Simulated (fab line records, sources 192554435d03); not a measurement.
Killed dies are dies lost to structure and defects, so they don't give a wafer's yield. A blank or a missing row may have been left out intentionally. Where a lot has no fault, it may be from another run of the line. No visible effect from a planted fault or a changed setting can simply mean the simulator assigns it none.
A lot that was struck, set against a sound lot | flow n5 finfet | 25 steps out of a route of 1938
Sound: these wafers, L858.2, L858.3, L858.4. Struck: wafer L847.4. (L847.1, L847.5 of the same lot were not struck and are left out.) The cause comes at the end.
At each step with rows: each side's tool, then ch and its chambers, then its first start. Under that, the readings that differ: sound wafers | struck wafers | difference of the means | sigmas: that difference in standard deviations of wafers without a fault.
alike: words and numbers the same on both sides, and readings whose means are apart by under 2 such deviations; not compared: readings that were withheld, readings missing a value for some wafer, numbers with overlapping values and no deviation given by the record, and bounds like >300 which may hide the same value.
Wherever a step has rows on one side only, a row that says differs or no value, or a row with sigmas, the two part there. Non-overlapping numbers with no deviation appear without sigmas and do not part them. Lack of a reading on every wafer of one side parts them only where that side has two or more wafers.

first, 10 steps without rows for these wafers: N5_BEOL_M11_CURE_72 (cures SiCOH lowk, time 120 s); N5_BEOL_M11_DEGAS_44 (time 60 s); N5_BEOL_M11_PRE_CLEAN_45 (time 30 s); N5_BEOL_M11_ALD_74 (deposits TaN, target thk 2 nm, pulse time 2 s, purge time 3 s); N5_BEOL_M11_SURFACE_TREAT_76; N5_BEOL_M11_CVD_75 (deposits Co from CCTBA/H2, target thk 2 nm, time 138.9 s); N5_BEOL_M11_SPUTTER_48 (material Cu, target thk 12 nm, time 2 s); N5_BEOL_M11_ECD_50 (material Cu, target thk 318 nm); N5_BEOL_M11_ANNEAL_51 (time 90 s); N5_BEOL_M11_CMP_52 (polishes, stops on SiCOH lowk, t overpolish 7 s, target thk 140 nm).
N5_BEOL_M11_PRE_CLEAN_55: time 15 s.
  sound on pecvd-01 ch 1,2, day 15 02:54; struck on pecvd-03 ch 0,1,2, day 12 12:36
then, 1 step without rows for these wafers: N5_BEOL_M11_DEP_56 (deposits SiCN from 3MS/NH3, target thk 30 nm, time 10.5 s).
N5_BEOL_M11_INSPECT_58: inspects for defects (darkfield).
  sound on defect inspect-01 at day 15 03:01; struck on defect inspect-01 at day 12 12:43
  reading          | sound    | struck | difference | sigmas
  raw defect count | 86 68 88 | 446    | +365       | +19
then, 9 steps without rows for these wafers: N5_BEOL_M12_ILD_DEP_00 (deposits SiOC from DEMS/O2, target thk 658.92 nm, time 130.7 s); N5_BEOL_M12_COAT_58 (time 60 s, resist thk 89 nm); N5_BEOL_M12_COAT_04 (resist thk 400 nm); N5_BEOL_M12_EBR_06; N5_BEOL_M12_SOFTBAKE_05 (time 60 s); N5_BEOL_M12_EXPOSE_07 (exposes mask V11); N5_BEOL_M12_PEB_08 (peb time 90 s); N5_BEOL_M12_DEVELOP_09 (develop time 45 s); N5_BEOL_M12_HARDBAKE_14 (time 120 s).
N5_BEOL_M12_INSPECT_12: inspects for defects (macro).
  sound on defect inspect-01 at day 15 03:32; struck on defect inspect-01 at day 12 13:22
  reading          | sound | struck | difference | sigmas
  raw defect count | 2 2 1 | >300   | differs    |
then, 1 step without rows for these wafers: N5_BEOL_M12_DESCUM_15 (chemistry O2, time 7.9 s).
N5_PASSIVATION_PROBE_49:
  the record has rows for the struck wafers here (prober-02, day 14 00:29) and none for the sound ones

WHERE THEY PART
First at N5_BEOL_M11_INSPECT_58; last, within this record, at N5_PASSIVATION_PROBE_49.

WHY: what had been put in by the simulator
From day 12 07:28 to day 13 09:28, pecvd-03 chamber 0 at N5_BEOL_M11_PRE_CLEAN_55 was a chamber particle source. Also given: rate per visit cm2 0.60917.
